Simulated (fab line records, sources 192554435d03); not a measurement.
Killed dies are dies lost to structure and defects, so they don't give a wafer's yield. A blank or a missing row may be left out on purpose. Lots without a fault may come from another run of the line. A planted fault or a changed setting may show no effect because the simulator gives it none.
One fault seen from 3 desks | flow n5_finfet | each desk has only its own numbers; what lay behind them comes last

THE TOOL OWNER'S DESK: pecvd-02
The tool's own readings at N5_MOL_CONTACT_COAG_PECVD_31 (deposits SiO2 from TEOS/O2, target thk 46 nm, time 8.9 s): means of the sampled wafers that have a number, for each lot that ran on this tool. A lot is out of limits, marked OUT, if its mean lies more than 4 standard deviations from the usual mean; the brackets give that distance.
Columns: A = chamber_pressure_Torr at N5_MOL_CONTACT_COAG_PECVD_31, usual 6.501 Torr
lot  | first seen here | A
L525 | day 7 05:34     | 6.496
L540 | day 11 00:14    | 6.501
This desk's finding: nothing out of limits on any of the 2 lots.

THE DEFECT DESK
What the inspections along the route counted, lot by lot: means of the sampled wafers that have a number. A lot is out of limits, marked OUT, if its mean lies more than 4 standard deviations from the usual mean; the brackets give that distance.
Columns: A = raw_defect_count at N5_MOL_CONTACT_COAG_INSPECT_42, usual 212
lot  | first seen here | A
L518 | day 5 11:07     | 195
L524 | day 6 22:07     | 238
L525 | day 7 07:59     | 229
L528 | day 8 01:32     | 1963 (+34) OUT
L529 | day 8 08:23     | 1948 (+33) OUT
L536 | day 10 00:23    | 110
L538 | day 10 08:36    | 192
L539 | day 10 15:04    | 193
L540 | day 11 02:28    | 201
This desk's finding: out of limits on L528, L529; first on L528, day 8 01:32 (raw_defect_count at N5_MOL_CONTACT_COAG_INSPECT_42). In limits: L518, L524, L525, L536, L538, L539, L540.

THE METROLOGY DESK
What the gauges read, lot by lot, whatever tool the lot ran on: means of the sampled wafers that have a number. A lot is out of limits, marked OUT, if its mean lies more than 4 standard deviations from the usual mean; the brackets give that distance. Of its 11 readings 7 are shown: those that lie furthest out on some lot.
Columns: A = DIBL_N at N5_BEOL_M4_RC_MEAS_101, usual 36.0 mV/V; B = DIBL_P at N5_BEOL_M4_RC_MEAS_101, usual 35.6 mV/V; C = IOFF_P at N5_BEOL_M4_RC_MEAS_101, usual 0.19 nA/um; D = ION_P at N5_BEOL_M4_RC_MEAS_101, usual 455 uA/um; E = SS_P at N5_BEOL_M4_RC_MEAS_101, usual 73.4 mV/dec; F = VT_N at N5_BEOL_M4_RC_MEAS_101, usual 251 mV; G = VT_P at N5_BEOL_M4_RC_MEAS_101, usual -253 mV
lot  | first seen here | A    | B    | C    | D   | E    | F   | G
L518 | day 5 10:43     | 35.4 | 34.9 | 0.15 | 447 | 73.0 | 255 | -258
L524 | day 6 21:35     | 36.0 | 34.9 | 0.17 | 452 | 73.1 | 253 | -254
L525 | day 7 07:27     | 33.7 | 32.9 | 0.18 | 454 | 72.7 | 255 | -253
L536 | day 9 23:58     | 37.6 | 37.1 | 0.21 | 457 | 73.4 | 247 | -252
L538 | day 10 08:11    | 36.9 | 36.4 | 0.22 | 463 | 73.8 | 249 | -251
L539 | day 10 14:40    | 34.1 | 35.4 | 0.15 | 445 | 73.6 | 255 | -261
L540 | day 11 02:03    | 35.4 | 34.6 | 0.20 | 460 | 73.6 | 251 | -250
This desk's finding: nothing out of limits on any of the 7 lots.

PUT TOGETHER
The defect desk could have raised an alarm at day 8 01:32, on L528, L529.
The tool owner's desk saw nothing out of limits.
The metrology desk saw nothing out of limits.
The tool owner's desk has no number on record for L528, L529.
The metrology desk has no number on record for L528, L529.
Of the lots named, all ran N5_MOL_CONTACT_COAG_PECVD_31 on pecvd-02.

WHAT THE SIMULATOR HAD PUT IN
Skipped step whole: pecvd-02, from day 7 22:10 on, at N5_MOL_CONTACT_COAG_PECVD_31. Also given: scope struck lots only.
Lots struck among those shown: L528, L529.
Hours from the fault's start to each desk's first reading out of limits: the defect desk, 3.
